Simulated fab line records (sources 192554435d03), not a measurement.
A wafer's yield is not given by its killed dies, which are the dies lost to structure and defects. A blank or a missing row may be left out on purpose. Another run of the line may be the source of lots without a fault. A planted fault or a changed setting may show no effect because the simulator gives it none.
Problem report, 8D (eight disciplines) form, completed by code | flow n5 finfet | the parts of the form that need people (team, actions taken, sign-off) are left out

## 1. WHAT IS WRONG
Mean of raw defect count at N5_BEOL_M1_INSPECT_13: 1246 across 9 wafers in 3 lots; on wafers with no fault it is 427 (standard deviation 97). Relative to the usual mean, that is a shift of +8.4 standard deviations.
The step: inspects for defects (brightfield).
First observed at day 7 16:15: wafer L822.2, on defect inspect-02. The record has a number at this step for 30 wafers belonging to 10 lots. By rule, "out" or "out of limits" means more than 4 standard deviations away from the usual mean. Any other wafer with a number is counted as sound.

## 2. WHAT IT IS AND WHAT IT IS NOT
question                    | is                                   | is not
which readings at this step | raw defect count                     | -
which lots                  | L822, L825, L826                     | L815, L818, L820, L824, L831, L836, L838
which wafers of those lots  | all that have a number               | -
read on which gauges        | defect inspect-01, defect inspect-02 | -
when                        | from day 7 16:15                     | up to then (9 sound wafers); but 12 sound wafers of L824, L831, L836, L838 came after

## 3. WHAT RULES OUT EACH SUSPECT
Counting: a tool at a process step up to the reading stays a suspect if it ran every lot that is out and no sound lot after the first of them.
- ruled out: the gauge at N5_BEOL_M1_INSPECT_13. Those wafers that are out were read across 2 gauges (defect inspect-01, defect inspect-02).
- pecvd-02 at N5_BEOL_M1_ILD_DEP_00 (deposits SiOC from DEMS/O2, target thk 79 nm, time 15.3 s): ruled out as a lasting fault. The sound lots L838 went through it after L822, its earliest lot that is out (day 7 14:28).
Left after counting: nothing in the record.

## 4. THE CAUSE (what the simulator had put in)
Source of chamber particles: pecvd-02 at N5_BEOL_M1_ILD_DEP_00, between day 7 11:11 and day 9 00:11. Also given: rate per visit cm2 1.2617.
It was ruled out by counting, in error; the rule expects a fault to strike all lots run on its tool from its start on, and this fault did not.

## 5. SEQUENCE OF EFFECTS, ordered by route
Each row: a reading whose mean over the struck wafers that have a number lies more than 3 standard deviations from the usual. Only readings for which the record gives a usual standard deviation are gone through. hours: the time from each lot's start at the first step in this table that gives one to its start at this step, as a median over the lots. sigmas: the change in usual standard deviations.
hours | step                    | reading              | usual  | on struck wafers | change | sigmas
0     | N5_BEOL_M1_INSPECT_13   | raw defect count     | 427    | 1246             | +819   | +8.4
161   | N5_PASSIVATION_PROBE_49 | defect limited yield | 91.3 % | 85.2             | -6.1   | -4.1
161   | N5_PASSIVATION_PROBE_49 | killed_at_M0_to_M3   | 35     | 120              | +85    | +9.7
161   | N5_PASSIVATION_PROBE_49 | killed dies          | 103    | 175              | +72    | +4.0
161   | N5_PASSIVATION_PROBE_49 | sort_bin_5_function  | 5.1 %  | 8.9              | +3.8   | +3.9
161   | N5_PASSIVATION_PROBE_49 | sort n pass          | 1077   | 1005             | -72    | -4.0
161   | N5_PASSIVATION_PROBE_49 | sort yield pct       | 91.2 % | 85.2             | -6.0   | -4.0
It contains these process steps:
- N5_PASSIVATION_PROBE_49
Later steps that measure or inspect, where all struck wafers having a row at the step show a number for every such reading and not one has moved that far: N5_BEOL_M4_RC_MEAS_101.

## 6. WHAT WOULD HAVE CAUGHT IT SOONER
In this record the first reading out of limits at a measuring or inspecting step was taken at day 7 16:15, 5 hours after the fault began at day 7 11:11.
Of the tool readings at N5_BEOL_M1_ILD_DEP_00 for which the record gives a usual standard deviation, none was out on any struck wafer, so an alarm limit of 4 standard deviations on them would not have fired.
